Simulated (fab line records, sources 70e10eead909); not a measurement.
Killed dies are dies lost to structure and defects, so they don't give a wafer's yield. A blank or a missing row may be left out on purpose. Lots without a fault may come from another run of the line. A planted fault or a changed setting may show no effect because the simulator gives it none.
fab line records | flow nand_harc
record lots=6 wafers=18 last_day=33
route steps=1302 shown A_CHANNEL_HOLE_D2@581 END@1302
lots that met no fault: from a run of the same line without faults
start_h: hours from the record's first day to the start of the lot's first wafer shown | wait_h: hours since the lot's step before | " the same as in the row above | L1.1+2: a row that stands for several wafers | - no value, or no start given | * or withheld: withheld | < > ~ a bound
route shown NAME@n: a module of which the file shows steps, and the number in the route of the first | usual: mean/standard deviation of fault-free wafers | same: alike in all rows | chamber/n: place in a boat | sites: the reading at each site | _std_site: their standard deviation | _edge_site: outer sites' mean less inner sites' | radius_mm: how far each site lies from the wafer's centre | mask NAME#n: copy n | behind: the tool/chamber that last shaped the wafer | hold: why the lot was held/for how many hours/how that ended | device: the transistor (n, p or np) that didn't switch | end of line: the same wafers' tests at the end of the route | a step without rows: its recipe alone | killed: dies lost to structure and defects at the first sort, not the wafer's yield | map: a wafer's dies, x killed, . not, _ none there
set.NAME: the setting as run; set.NAME@STEP: as run at that earlier step | model.NAME: the simulator's own value behind a step, which no gauge read
lots at some steps of the route; a table a step, a row a wafer
services: from which hour (start_h, from the record's first day; less than 0 if before it) a tool's chamber was out of use, for how many hours, and why
## steps
# step NHARC_A_CHANNEL_HOLE_D2_DEVELOP_09
# recipe develop_time_s=35 dev_temp_c=23
# step NHARC_A_CHANNEL_HOLE_D2_CD_MEAS_10
# recipe target_cd_nm=100 landing_energy_ev=500
# usual cd_nm=99.5/0.6
# columns lot.wafer tool chamber start_h wait_h cd_nm
L611.1 cd_sem-03 0 330.30 - 99.2
L611.4 " 0 " " 98.8
L611.5 " 0 " " 99.7
L613.1 cd_sem-01 0 353.00 - 100.6
L613.2 " 0 " " 100.8
L613.4 " 0 " " 101.2
L620.2 cd_sem-02 0 432.04 - 99.7
L620.3 " 0 " " 99.3
L620.4 " 0 " " 99.2
L622.2 cd_sem-01 0 434.04 - 99.5
L622.5 " 0 " " 99.8
L622.6 " 0 " " 99.9
L629.2 cd_sem-03 0 513.91 - 99.1
L629.5 " 0 " " 99.1
L629.6 " 0 " " 99.6
L630.1 cd_sem-03 0 525.00 - 99.8
L630.3 " 0 " " 99.7
L630.6 " 0 " " 99.7
# step NHARC_A_CHANNEL_HOLE_D2_OVL_MEAS_11
# usual overlay_x_nm=0.0/0.74 overlay_y_nm=0.0/0.82
# columns lot.wafer tool chamber start_h wait_h overlay_x_nm overlay_y_nm
L611.1 overlay-02 - 330.38 - -1.8 0.7
L611.4 " - " " -1.2 0.1
L611.5 " - " " -1.1 0.0
L613.1 overlay-02 - 353.09 - -1.1 0.7
L613.2 " - " " -0.4 1.2
L613.4 " - " " -0.6 0.5
L620.2 overlay-01 - 432.13 - 0.3 -1.1
L620.3 " - " " -0.2 -0.6
L620.4 " - " " -0.5 -1.0
L622.2 overlay-01 - 434.13 - 0.2 -0.2
L622.5 " - " " -0.1 0.3
L622.6 " - " " -0.1 -0.4
L629.2 overlay-02 - 513.99 - 1.5 -0.1
L629.5 " - " " 0.5 -0.3
L629.6 " - " " 1.3 -0.2
L630.1 overlay-02 - 525.09 - 0.9 -0.2
L630.3 " - " " 0.7 0.2
L630.6 " - " " 0.5 -0.2
# step NHARC_A_CHANNEL_HOLE_D2_INSPECT_12
# usual raw_defect_count=30/22
# columns lot.wafer tool chamber start_h wait_h raw_defect_count
L611.1 defect_inspect-01 - 330.42 0.0 11
L611.4 " - " " 9
L611.5 " - " " 7
L613.1 defect_inspect-02 - 353.12 0.0 7
L613.2 " - " " 7
L613.4 " - " " 5
L620.2 defect_inspect-02 - 432.17 0.0 10
L620.3 " - " " 9
L620.4 " - " " 12
L622.2 defect_inspect-02 - 434.17 0.0 51
L622.5 " - " " 59
L622.6 " - " " 59
L629.2 defect_inspect-01 - 514.03 0.0 6
L629.5 " - " " 3
L629.6 " - " " 0
L630.1 defect_inspect-02 - 525.13 0.0 19
L630.3 " - " " 24
L630.6 " - " " 19
# step NHARC_A_CHANNEL_HOLE_D2_DESCUM_15
# recipe time_s=3 o2_flow_sccm=200 ar_flow_sccm=0 bias_power_w=0 chemistry=O2
# usual drypump_motor_current_A=5.7/0.37 o2_flow_sccm=200.0/0.57 oes_product_au=0.995/0.011 rf_vpp_V=57.6/0.9 showerhead_plenum_p_Torr=1.87/0.071 throttle_valve_pct=11.311/0.0095
# columns lot.wafer tool chamber start_h wait_h drypump_motor_current_A o2_flow_sccm oes_product_au rf_hours_counter_h rf_vpp_V showerhead_plenum_p_Torr throttle_valve_pct
L611.4 rie_diel-05 0 330.48 0.1 5.3 199.5 0.992 6.4 58.7 1.79 11.321
L611.1 " 1 " " 5.6 200.1 0.995 7.0 58.2 1.90 11.308
L611.5 " 1 " " 5.6 200.1 0.986 - 57.0 1.90 11.313
L613.4 rie_diel-05 3 353.18 0.1 6.0 201.6 0.997 7.4 57.4 1.82 11.323
L613.1 " 0 " " 5.4 200.6 0.997 8.1 57.0 1.79 11.316
L613.2 " 1 " " 5.6 200.1 1.006 8.4 57.8 1.90 11.311
L620.4 rie_diel-05 0 432.23 0.1 5.3 199.6 0.988 1.1 56.9 1.79 11.307
L620.3 " 1 " " 5.6 200.6 0.986 1.2 57.8 1.90 11.321
L620.2 " 3 " " 6.0 200.5 0.985 1.1 57.7 1.82 11.295
L622.2 rie_diel-05 2 434.23 0.1 6.2 199.3 1.007 1.6 57.0 1.94 11.298
L622.5 " 3 " " 6.0 200.5 1.002 - 56.4 1.82 11.300
L622.6 " 0 " " 5.3 200.2 0.984 - 57.8 1.79 11.308
L629.2 rie_diel-12 0 514.10 0.1 5.2 199.5 0.993 4.1 56.5 1.81 11.308
L629.6 " 3 " " 5.4 199.8 1.000 - 56.6 1.83 11.325
L629.5 " 0 " " 5.2 199.8 0.986 - 56.6 1.81 11.302
L630.1 rie_diel-05 0 525.19 0.1 5.3 200.0 0.990 7.6 58.5 1.79 11.316
L630.3 " 3 " " 6.0 199.4 1.002 7.3 58.4 1.82 11.307
L630.6 " 1 " " 5.6 200.1 1.015 - 56.2 1.90 11.312
# step NHARC_A_CHANNEL_HOLE_D2_ETCH_38
# recipe target_depth_a=390 over_etch_frac=0.3 time_s=65 ion_energy_ev=80 cf4_flow_sccm=150 ar_flow_sccm=0 rf_w=300 bias_w=100 chemistry=CF4
# step NHARC_A_CHANNEL_HOLE_D2_ETCH_39
# recipe target_depth_a=2600 over_etch_frac=0.3 time_s=325 ion_energy_ev=200 n2_flow_sccm=150 h2_flow_sccm=150 ar_flow_sccm=0 rf_w=400 bias_w=150 chemistry=N2/H2
# usual drypump_motor_current_A=5.7/0.37 oes_product_au=0.996/0.01 rf_fwd_power_W=399.0/1.2 rf_vpp_V=429.2/2.3 showerhead_plenum_p_Torr=1.99/0.076 throttle_valve_pct=14.172/0.009
# columns lot.wafer tool chamber start_h wait_h drypump_motor_current_A oes_product_au rf_fwd_power_W rf_hours_counter_h rf_vpp_V showerhead_plenum_p_Torr throttle_valve_pct
L611.4 rie_diel-05 3 - - 6.0 0.988 398.8 5.9 426.5 1.94 14.179
L611.1 " 0 " " 5.3 0.988 399.4 6.5 426.7 1.90 14.169
L611.5 " 3 " " 5.9 0.988 400.1 - 429.5 1.94 14.184
L613.1 rie_diel-05 0 - - 5.4 1.000 401.6 8.2 427.0 1.90 14.172
L613.2 " 1 " " 5.6 1.001 399.5 8.4 429.4 2.03 14.184
L613.4 " 2 " " 6.2 1.010 398.5 7.1 430.7 2.07 14.191
L620.4 rie_diel-05 3 - - 5.9 0.989 399.5 1.1 427.5 1.94 14.168
L620.2 " 0 " " 5.4 0.989 399.8 1.2 425.7 1.90 14.159
L620.3 " 2 " " 6.2 0.984 400.7 1.2 428.8 2.07 14.157
L622.2 rie_diel-05 0 - - 5.4 0.984 399.6 2.0 425.1 1.90 14.171
L622.6 " 3 " " 6.0 0.999 398.9 - 427.7 1.94 14.157
L622.5 " 2 " " 6.2 0.992 399.6 - 431.5 2.07 14.179
L629.2 rie_diel-12 0 - - 5.2 0.990 401.1 4.2 427.7 1.93 14.172
L629.6 " 2 " " 5.6 0.979 397.2 - 430.8 2.04 14.162
L629.5 " 3 " " 5.4 0.994 396.1 - 428.5 1.94 14.182
L630.1 rie_diel-05 2 - - 6.2 1.002 399.5 7.1 432.9 2.07 14.170
L630.3 " 0 " " 5.4 0.990 398.9 7.6 427.4 1.90 14.173
L630.6 " 3 " " 6.0 1.007 397.5 - 427.5 1.94 14.169
# step NHARC_A_CHANNEL_HOLE_D2_ETCH_34
# recipe target_depth_a=1540 time_s=77 cf4_flow_sccm=100 chf3_flow_sccm=30 ar_flow_sccm=0 rf_w=500 bias_w=200 chemistry=CF4/CHF3
# step NHARC_A_CHANNEL_HOLE_D2_ETCH_16
# recipe target_depth_a=31000 over_etch_frac=0.3 time_s=806 ion_energy_ev=150 o2_flow_sccm=400 cos_flow_sccm=20 ar_flow_sccm=0 rf_w=500 bias_w=300 chemistry=O2/COS
# step NHARC_A_CHANNEL_HOLE_D2_CD_MEAS_18
# usual cd_nm=99.0/2.7
# columns lot.wafer tool chamber start_h wait_h cd_nm
L611.1 cd_sem-01 - 331.70 - 101.1
L611.4 " - " " 99.6
L611.5 " - " " 99.7
L613.1 cd_sem-03 - 354.29 - 103.8
L613.2 " - " " 101.0
L613.4 " - " " 100.6
L620.2 cd_sem-02 - 433.34 - 98.9
L620.3 " - " " 100.0
L620.4 " - " " 99.6
L622.2 cd_sem-01 - 435.54 - 97.5
L622.5 " - " " 98.9
L622.6 " - " " 99.6
L629.2 cd_sem-03 - 515.20 - 95.1
L629.5 " - " " 97.7
L629.6 " - " " 96.9
L630.1 cd_sem-03 - 526.30 - 95.5
L630.3 " - " " 102.2
L630.6 " - " " 102.8
# step NHARC_A_CHANNEL_HOLE_D2_ETCH_19
# recipe bias_v=1200 source_w=2500 pressure_mtorr=15 time_s=34.5 ar_flow_sccm=375 c4f8_flow_sccm=28.8 o2_flow_sccm=96.2 temp_c=-20 target_depth_a=* chemistry=C4F8/O2/Ar
# step NHARC_A_CHANNEL_HOLE_D2_ETCH_20
# recipe bias_v=3000 source_w=withheld pressure_mtorr=20 time_s=361.9 ar_flow_sccm=375 c4f8_flow_sccm=89.3 o2_flow_sccm=35.7 temp_c=-20 target_depth_a=16000 chemistry=C4F8/O2/Ar
# usual drypump_motor_current_A=5.4/0.6 o2_flow_sccm=35.69/0.11 showerhead_plenum_p_Torr=3.70/0.097 throttle_valve_pct=32.155/0.009
# columns lot.wafer tool chamber start_h wait_h drypump_motor_current_A o2_flow_sccm rf_hours_counter_h showerhead_plenum_p_Torr throttle_valve_pct
L611.1 har_etch-02 0 333.17 0.1 6.4 35.58 386 3.58 32.167
L611.4 " 0 " " 6.4 35.65 - 3.58 32.155
L611.5 " 0 " " 6.4 35.56 - 3.58 32.161
L613.1 har_etch-02 1 356.81 0.1 5.2 35.71 375 3.72 32.156
L613.2 " 0 " " 6.4 35.64 397 3.57 32.145
L613.4 " 0 " " 6.4 35.59 - 3.57 32.144
L620.2 har_etch-02 1 433.58 0.1 5.2 35.69 19 3.70 32.153
L620.3 " 0 " " 6.4 35.72 - 3.92 32.159
L620.4 " 1 " " 5.2 35.75 - 3.70 32.160
L622.2 har_etch-02 0 437.74 0.1 6.4 35.78 23 3.92 32.144
L622.6 " 1 " " 5.2 35.75 - 3.70 32.151
L622.5 " 0 " " 6.4 35.85 - 3.92 32.139
L629.2 har_etch-01 0 515.39 0.1 4.7 35.83 290 3.62 32.146
L629.6 " 0 " " 4.7 35.79 - 3.62 32.134
L629.5 " 1 " " 5.4 35.84 - 3.62 32.148
L630.1 har_etch-01 1 526.48 0.1 5.4 35.64 294 3.62 32.163
L630.3 " 0 " " 4.7 35.64 - 3.62 32.156
L630.6 " 0 " " 4.8 35.65 - 3.62 32.144
# step NHARC_A_CHANNEL_HOLE_D2_ETCH_21
# recipe bias_v=3000 source_w=withheld pressure_mtorr=20 time_s=514.3 ar_flow_sccm=375 c4f8_flow_sccm=89.3 o2_flow_sccm=35.7 temp_c=-20 target_depth_a=16000 chemistry=C4F8/O2/Ar
# usual drypump_motor_current_A=5.4/0.59 o2_flow_sccm=35.70/0.11 showerhead_plenum_p_Torr=3.70/0.097 throttle_valve_pct=32.154/0.0095
# columns lot.wafer tool chamber start_h wait_h drypump_motor_current_A o2_flow_sccm rf_hours_counter_h showerhead_plenum_p_Torr throttle_valve_pct
L611.1 har_etch-02 0 333.51 0.3 6.4 35.52 386 3.58 32.136
L611.4 " 0 " " 6.4 35.57 - 3.58 32.174
L611.5 " 0 " " 6.4 35.40 - 3.58 32.156
L613.1 har_etch-02 1 357.13 0.3 5.2 35.75 375 3.72 32.149
L613.2 " 0 " " 6.4 35.77 398 3.57 32.166
L613.4 " 0 " " 6.4 35.85 - 3.57 32.161
L620.2 har_etch-02 1 433.92 0.3 5.2 35.73 20 3.70 32.158
L620.3 " 0 " " 6.4 35.58 - 3.92 32.156
L620.4 " 1 " " 5.2 35.78 - 3.70 32.171
L622.2 har_etch-02 0 438.08 0.3 6.4 35.67 24 3.92 32.167
L622.6 " 1 " " 5.2 35.54 - 3.70 32.151
L622.5 " 0 " " 6.3 35.76 - 3.92 32.150
L629.2 har_etch-01 0 515.70 0.3 4.7 35.58 290 3.62 32.144
L629.6 " 0 " " 4.7 35.69 - 3.62 32.155
L629.5 " 1 " " 5.4 35.67 - 3.62 32.143
L630.1 har_etch-01 1 526.80 0.3 5.5 35.59 294 3.62 32.157
L630.3 " 0 " " 4.7 35.69 - 3.62 32.147
L630.6 " 0 " " 4.7 35.80 - 3.62 32.163
# step NHARC_A_CHANNEL_HOLE_D2_ETCH_22
# recipe bias_v=3000 source_w=withheld pressure_mtorr=20 time_s=666.7 ar_flow_sccm=375 c4f8_flow_sccm=89.3 o2_flow_sccm=35.7 temp_c=-20 target_depth_a=16000 chemistry=C4F8/O2/Ar
# step NHARC_A_CHANNEL_HOLE_D2_ETCH_23
# recipe bias_v=5000 source_w=withheld pressure_mtorr=20 time_s=819 ar_flow_sccm=375 c4f8_flow_sccm=89.3 o2_flow_sccm=35.7 temp_c=-20 target_depth_a=16000 chemistry=C4F8/O2/Ar
# step NHARC_A_CHANNEL_HOLE_D2_ETCH_24
# recipe bias_v=5000 source_w=withheld pressure_mtorr=20 time_s=906.2 ar_flow_sccm=375 c4f8_flow_sccm=93.8 o2_flow_sccm=31.2 temp_c=-20 target_depth_a=15000 chemistry=C4F8/O2/Ar
# usual drypump_motor_current_A=5.4/0.6 o2_flow_sccm=31.19/0.085 showerhead_plenum_p_Torr=3.69/0.097 throttle_valve_pct=32.235/0.0091
# columns lot.wafer tool chamber start_h wait_h drypump_motor_current_A o2_flow_sccm rf_hours_counter_h showerhead_plenum_p_Torr throttle_valve_pct
L611.1 har_etch-02 0 335.26 0.6 6.4 31.28 388 3.57 32.229
L611.4 " 0 " " 6.4 31.28 - 3.57 32.227
L611.5 " 0 " " 6.4 31.21 - 3.57 32.241
L613.1 har_etch-02 1 358.84 0.6 5.2 31.22 377 3.72 32.222
L613.2 " 0 " " 6.4 31.04 399 3.57 32.220
L613.4 " 0 " " 6.4 31.21 - 3.57 32.224
L620.2 har_etch-02 1 435.68 0.6 5.2 31.11 21 3.70 32.248
L620.3 " 0 " " 6.4 31.32 - 3.92 32.245
L620.4 " 1 " " 5.2 31.13 - 3.70 32.243
L622.2 har_etch-02 0 439.84 0.6 6.4 31.25 25 3.91 32.250
L622.6 " 1 " " 5.2 31.08 - 3.70 32.238
L622.5 " 0 " " 6.4 31.24 - 3.91 32.232
L629.2 har_etch-01 0 517.41 0.6 4.7 31.13 292 3.62 32.244
L629.6 " 0 " " 4.7 31.06 - 3.62 32.235
L629.5 " 1 " " 5.4 31.12 - 3.62 32.241
L630.1 har_etch-01 1 528.51 0.6 5.4 31.16 296 3.61 32.241
L630.3 " 0 " " 4.7 31.20 - 3.61 32.232
L630.6 " 0 " " 4.7 31.14 - 3.61 32.246
# step NHARC_A_CHANNEL_HOLE_D2_ETCH_25
# recipe bias_v=5000 source_w=withheld pressure_mtorr=20 time_s=1040.2 ar_flow_sccm=375 c4f8_flow_sccm=93.8 o2_flow_sccm=31.2 temp_c=-20 target_depth_a=15000 chemistry=C4F8/O2/Ar
# step NHARC_A_CHANNEL_HOLE_D2_ETCH_26
# recipe bias_v=300 source_w=2000 pressure_mtorr=30 time_s=224.1 ar_flow_sccm=375 c4f8_flow_sccm=11.4 o2_flow_sccm=113.6 temp_c=-20 target_depth_a=3000 chemistry=C4F8/O2/Ar
# step NHARC_A_CHANNEL_HOLE_D2_ETCH_27
# recipe bias_v=400 source_w=2000 pressure_mtorr=25 time_s=90 ar_flow_sccm=375 c4f8_flow_sccm=41.7 o2_flow_sccm=83.3 temp_c=-20 target_depth_a=4000 chemistry=C4F8/O2/Ar
# step NHARC_A_CHANNEL_HOLE_D2_STRIP_41
# recipe n2_flow_sccm=150 h2_flow_sccm=150 ar_flow_sccm=0 bias_w=0 chemistry=N2/H2
# step NHARC_A_CHANNEL_HOLE_D2_STRIP_42
# recipe cf4_flow_sccm=100 chf3_flow_sccm=30 ar_flow_sccm=0 bias_w=0 chemistry=CF4/CHF3
# step NHARC_A_CHANNEL_HOLE_D2_STRIP_43
# recipe o2_flow_sccm=400 cos_flow_sccm=20 ar_flow_sccm=0 bias_w=0 chemistry=O2/COS
# step NHARC_A_CHANNEL_HOLE_D2_ETCH_44
# recipe target_depth_a=1400 overetch_a=140 time_s=77 ion_energy_ev=100 cf4_flow_sccm=80 o2_flow_sccm=20 ar_flow_sccm=0 rf_w=300 bias_w=100 chemistry=CF4/O2
# step NHARC_A_CHANNEL_HOLE_D2_STRIP_28
# recipe o2_flow_sccm=500 ar_flow_sccm=0 bias_w=0 chemistry=O2
# usual drypump_motor_current_A=5.7/0.43 o2_flow_sccm=500.1/1.6 oes_product_au=0.999/0.01 rf_vpp_V=57.7/0.9 showerhead_plenum_p_Torr=3.51/0.14 throttle_valve_pct=17.035/0.0091
# columns lot.wafer tool chamber start_h wait_h drypump_motor_current_A o2_flow_sccm oes_product_au rf_hours_counter_h rf_vpp_V showerhead_plenum_p_Torr throttle_valve_pct
L611.4 rie_diel-05 2 - - 6.2 500.7 1.010 6.8 58.8 3.58 17.038
L611.1 " 1 " " 5.6 500.0 0.998 8.2 58.7 3.51 17.032
L611.5 " 2 " " 6.2 499.8 0.992 - 58.3 3.58 17.032
L613.2 rie_diel-12 2 - - 5.7 500.5 0.974 3.8 57.5 3.54 17.032
L613.1 " 3 " " 5.4 496.9 1.005 4.9 59.3 3.38 17.026
L613.4 " 0 " " 5.2 502.5 1.011 5.9 56.0 3.36 17.049
L620.3 rie_diel-09 0 - - 5.1 499.0 0.995 5.7 56.9 3.40 17.028
L620.2 " 1 " " 5.1 498.8 1.003 7.7 58.5 3.76 17.040
L620.4 " 2 " " 6.4 498.5 1.014 7.6 58.8 3.68 17.044
L622.2 rie_diel-05 3 - - 6.0 499.2 0.995 2.4 56.0 3.37 17.028
L622.6 " 2 " " 6.2 502.2 0.988 - 58.3 3.58 17.030
L622.5 " 3 " " 6.0 498.7 0.985 - 56.6 3.37 17.018
L629.2 rie_diel-09 0 - - 5.1 502.0 1.003 0.3 57.5 3.40 17.042
L629.5 " 0 " " 5.1 501.2 1.012 - 58.0 3.40 17.041
L629.6 " 1 " " 5.1 499.1 1.011 - 59.2 3.76 17.038
L630.3 rie_diel-05 0 - - 5.4 498.8 0.989 8.2 58.7 3.31 17.037
L630.1 " 1 " " 5.6 502.8 0.999 7.2 57.1 3.51 17.020
L630.6 " 1 " " 5.6 498.6 1.006 - 57.9 3.51 17.043
# step NHARC_A_CHANNEL_HOLE_D2_PRECLEAN_29
# recipe time_s=* temp_c=50 bath_age_min=0 chemistry=SC1
# step NHARC_A_CHANNEL_HOLE_D2_SRD_30
# step NHARC_A_CHANNEL_HOLE_D2_CD_MEAS_31
# usual cd_nm=89.3/1.3
# columns lot.wafer tool chamber start_h wait_h cd_nm
L611.1 cd_sem-02 - 338.50 - 89.4
L611.4 " - " " 90.7
L611.5 " - " " 90.5
L613.1 cd_sem-01 - 362.24 - 91.6
L613.2 " - " " 89.8
L613.4 " - " " 90.1
L620.2 cd_sem-03 - 438.93 - 91.3
L620.3 " - " " 89.0
L620.4 " - " " 88.7
L622.2 cd_sem-03 - 443.10 - 88.8
L622.5 " - " " 89.8
L622.6 " - " " 89.9
L629.2 cd_sem-03 - 520.82 - 89.5
L629.5 " - " " 90.1
L629.6 " - " " 88.5
L630.1 cd_sem-03 - 531.92 - 90.7
L630.3 " - " " 89.8
L630.6 " - " " 88.9
# step NHARC_A_CHANNEL_HOLE_D2_XSEM_32
# recipe landing_energy_ev=35000
# usual bot_cd_nm=73.9/1.4 bow_nm=8.6/0.31 tilt_deg=0.08/0.044
# columns lot.wafer tool chamber start_h wait_h bot_cd_nm bow_nm tilt_deg
L611.1 xsem-01 0 338.60 0.1 74.5 8.7 0.01
L611.4 " 0 " " 75.4 8.7 0.01
L611.5 " 0 " " 74.8 8.7 0.01
L613.1 xsem-02 0 362.33 0.1 75.7 8.8 0.07
L613.2 " 0 " " 74.1 8.8 0.07
L613.4 " 0 " " 74.1 8.7 0.07
L620.2 xsem-01 0 439.03 0.1 74.9 9.1 0.13
L620.3 " 0 " " 73.1 9.1 0.13
L620.4 " 0 " " 73.4 9.0 0.13
L620.2 xsem-01 0 - - 75.4 - 0.07
L620.3 " 0 " " 73.3 - 0.08
L620.4 " 0 " " 73.0 - 0.08
L622.2 xsem-01 0 443.19 0.1 74.3 9.2 0.09
L622.5 " 0 " " 75.2 9.2 0.09
L622.6 " 0 " " 75.2 9.3 0.09
L622.2 xsem-01 0 - - 73.6 - 0.02
L622.5 " 0 " " 74.5 - 0.02
L622.6 " 0 " " 74.4 - 0.03
L629.2 xsem-02 0 520.91 0.1 73.4 8.3 0.04
L629.5 " 0 " " 74.1 8.3 0.04
L629.6 " 0 " " 72.6 8.3 0.04
L630.1 xsem-02 0 532.01 0.1 75.0 8.6 0.03
L630.3 " 0 " " 75.0 8.6 0.03
L630.6 " 0 " " 73.9 8.6 0.03
# step NHARC_END_SORT_01
# recipe temp_c=25
# usual defect_limited_yield=91.1/2.9 killed_at_array=55/20 killed_at_other=0.7/0.96 killed_at_periphery=4.1/2.4 killed_dies=60/20 killed_open=3.3/1.9 killed_short=2.8/1.6
# same gross_dies=677
# columns lot.wafer tool chamber start_h wait_h defect_limited_yield[%] killed_at_array killed_at_other killed_at_periphery killed_dies killed_open killed_short
L611.1 prober-02 0 607.09 2.5 92.5 43 2 6 51 5 1
L611.4 prober-02 0 609.51 3.4 90.8 57 1 4 62 0 2
L611.5 prober-02 0 610.32 3.7 92.8 46 0 3 49 2 3
L613.1 prober-01 0 621.16 2.5 90.5 62 0 2 64 5 4
L613.2 prober-01 0 621.93 2.8 90.5 60 0 4 64 1 0
L613.4 prober-01 0 623.49 3.3 88.8 73 0 3 76 5 5
L629.2 prober-01 0 783.52 2.8 85.8 93 0 3 96 3 3
L629.5 prober-01 0 785.92 3.7 91.7 50 1 5 56 4 3
L629.6 prober-01 0 786.73 4.0 88.6 70 1 6 77 3 6
L630.1 prober-01 0 798.23 2.5 89.7 68 0 2 70 0 2
L630.3 prober-01 0 799.82 3.1 90.7 59 0 4 63 3 1
L630.6 prober-01 0 802.19 4.0 91.3 56 0 3 59 3 2
# killed by level:class
L611.1 A_CHANNEL_HOLE_D2:chamber_film_flake=31 A_CHANNEL_HOLE_D1:chamber_film_flake=4 P_M0:geometric_particle:open=2 P_GATE:chamber_film_flake=2 A_CONTACT:chamber_film_flake=2 THIN_TSV:chamber_film_flake=2 P_CONTACT:geometric_particle:open=1 A_ONON_D1:geometric_particle:open=1
L611.4 A_CHANNEL_HOLE_D2:chamber_film_flake=37 A_CONTACT:chamber_film_flake=5 P_GATE:chamber_film_flake=4 A_CHANNEL_HOLE_D1:chamber_film_flake=3 A_M1:chamber_film_flake=3 A_ZERO_WELL:chamber_film_flake=2 A_DECK1_JOINT:chamber_film_flake=2 A_STAIRCASE:chamber_film_flake=2
L611.5 A_CHANNEL_HOLE_D2:chamber_film_flake=30 A_CHANNEL_HOLE_D1:chamber_film_flake=3 A_CONTACT:chamber_film_flake=3 A_ONON_D1:geometric_particle:short=2 P_GATE:chamber_film_flake=2 A_DECK1_JOINT:chamber_film_flake=2 A_STAIRCASE:chamber_film_flake=2 P_M1:geometric_particle:short=1
L613.1 A_CHANNEL_HOLE_D2:chamber_film_flake=29 A_SLIT:chamber_film_flake=19 A_CHANNEL_HOLE_D1:chamber_film_flake=3 A_DECK1_JOINT:geometric_particle:short=2 A_CHANNEL_FILL_D2:geometric_particle:open=2 A_CONTACT:geometric_particle:open=2 P_M0:geometric_particle:open=1 A_CHANNEL_FILL_D1:geometric_particle:short=1
L613.2 A_CHANNEL_HOLE_D2:chamber_film_flake=24 A_SLIT:chamber_film_flake=23 A_STAIRCASE:chamber_film_flake=4 A_CONTACT:chamber_film_flake=3 P_ZERO_WELL:chamber_film_flake=2 P_BONDPAD:chamber_film_flake=2 A_CHANNEL_HOLE_D1:chamber_film_flake=2 A_CHANNEL_FILL_D1:geometric_particle:open=1
L613.4 A_SLIT:chamber_film_flake=29 A_CHANNEL_HOLE_D2:chamber_film_flake=26 A_WL_FILL:geometric_particle:open=2 P_BONDPAD:chamber_film_flake=2 A_WL_FILL:chamber_film_flake=2 A_CONTACT:chamber_film_flake=2 A_ONON_D1:geometric_particle:open=1 A_CHANNEL_HOLE_D1:geometric_particle:short=1
L629.2 A_CHANNEL_HOLE_D2:chamber_film_flake=37 A_SLIT:chamber_film_flake=28 A_CONTACT:chamber_film_flake=13 A_STAIRCASE:chamber_film_flake=5 P_ZERO_WELL:chamber_film_flake=2 A_WL_FILL:chamber_film_flake=2 A_WL_FILL:geometric_particle:open=1 A_ONON_D1:geometric_particle:open=1
L629.5 A_CHANNEL_HOLE_D2:chamber_film_flake=16 A_SLIT:chamber_film_flake=16 A_CONTACT:chamber_film_flake=5 A_WL_FILL:geometric_particle:open=2 P_M2:chamber_film_flake=2 P_ZERO_WELL:geometric_particle:open=1 A_SOURCE_PLATE:geometric_particle:short=1 A_DECK1_JOINT:geometric_particle:short=1
L629.6 A_CHANNEL_HOLE_D2:chamber_film_flake=34 A_SLIT:chamber_film_flake=19 A_CONTACT:chamber_film_flake=5 P_ZERO_WELL:chamber_film_flake=4 A_STAIRCASE:chamber_film_flake=4 P_GATE:geometric_particle:short=1 P_GATE:geometric_particle:open=1 A_SOURCE_PLATE:geometric_particle:open=1
L630.1 A_CHANNEL_HOLE_D2:chamber_film_flake=26 A_CHANNEL_HOLE_D1:chamber_film_flake=20 A_SLIT:chamber_film_flake=8 A_SGD_CUT:chamber_film_flake=5 A_STAIRCASE:chamber_film_flake=3 P_M0:chamber_film_flake=2 A_CONTACT:chamber_film_flake=2 A_CHANNEL_HOLE_D2:geometric_particle:short=1
L630.3 A_CHANNEL_HOLE_D2:chamber_film_flake=26 A_CHANNEL_HOLE_D1:chamber_film_flake=10 A_STAIRCASE:chamber_film_flake=7 A_SLIT:chamber_film_flake=6 A_CONTACT:chamber_film_flake=4 A_CHANNEL_FILL_D2:geometric_particle:open=2 P_GATE:chamber_film_flake=2 P_GATE:geometric_particle:open=1
L630.6 A_CHANNEL_HOLE_D2:chamber_film_flake=24 A_CONTACT:chamber_film_flake=9 A_CHANNEL_HOLE_D1:chamber_film_flake=7 A_SLIT:chamber_film_flake=7 A_CONTACT:geometric_particle:open=2 A_STAIRCASE:chamber_film_flake=2 P_M0:geometric_particle:open=1 A_DECK1_JOINT:geometric_particle:short=1
## services
# columns tool chamber start_h hours kind
rie_diel-05 0 312.41 - clean
rie_diel-05 1 312.41 - clean
rie_diel-05 2 312.41 - clean
rie_diel-05 3 312.41 - clean
har_etch-02 - 320.03 0.0 repair
rie_diel-09 - 320.17 9.0 pm
rie_diel-05 0 336.91 - clean
rie_diel-05 1 336.91 - clean
rie_diel-05 2 336.91 - clean
rie_diel-05 3 336.91 - clean
rie_diel-09 0 353.72 9.9 repair
rie_diel-05 0 361.41 - clean
rie_diel-05 1 361.41 - clean
rie_diel-09 - 369.59 0.2 repair
xsem-01 - 374.00 14.0 pm
har_etch-02 - 378.25 17.0 pm
rie_diel-05 3 383.23 6.0 repair
rie_diel-05 - 406.63 9.0 pm
xsem-01 - 418.46 3.8 repair
har_etch-01 - 427.78 1.1 repair
rie_diel-05 1 433.88 5.0 repair
rie_diel-12 - 445.45 9.0 pm
rie_diel-09 - 497.17 9.0 pm
har_etch-02 - 531.76 3.6 repair
## key
first_sign step=NHARC_A_CHANNEL_HOLE_D2_XSEM_32 reading=visit direction=added
effect step=NHARC_A_CHANNEL_HOLE_D2_XSEM_32 reading=bow_nm direction=up sigmas=1.8 usual=8.6 struck=9.2 wafers_moved=3
met_at NHARC_A_CHANNEL_HOLE_D2_ETCH_21
struck_wafers L620.2,L620.3,L620.4,L622.2,L622.5,L622.6
scrapped_behind NHARC_A_CHANNEL_HOLE_D2_XSEM_32 L620.2,L620.3,L620.4,L622.2,L622.5,L622.6
onset_between 357.13 433.92
also_fits NHARC_A_CHANNEL_HOLE_D2_ETCH_20:har_etch-02,NHARC_A_CHANNEL_HOLE_D2_ETCH_24:har_etch-02,NHARC_A_CHANNEL_HOLE_D2_XSEM_32:xsem-01
fault kind=process_parameter_drift tool=har_etch-02 chamber=- onset_h=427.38 steps=NHARC_A_CHANNEL_HOLE_D2_ETCH_21 channel=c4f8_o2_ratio offset=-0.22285 shape=step end_h=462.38 acts_in=these_recipes_only stated=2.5
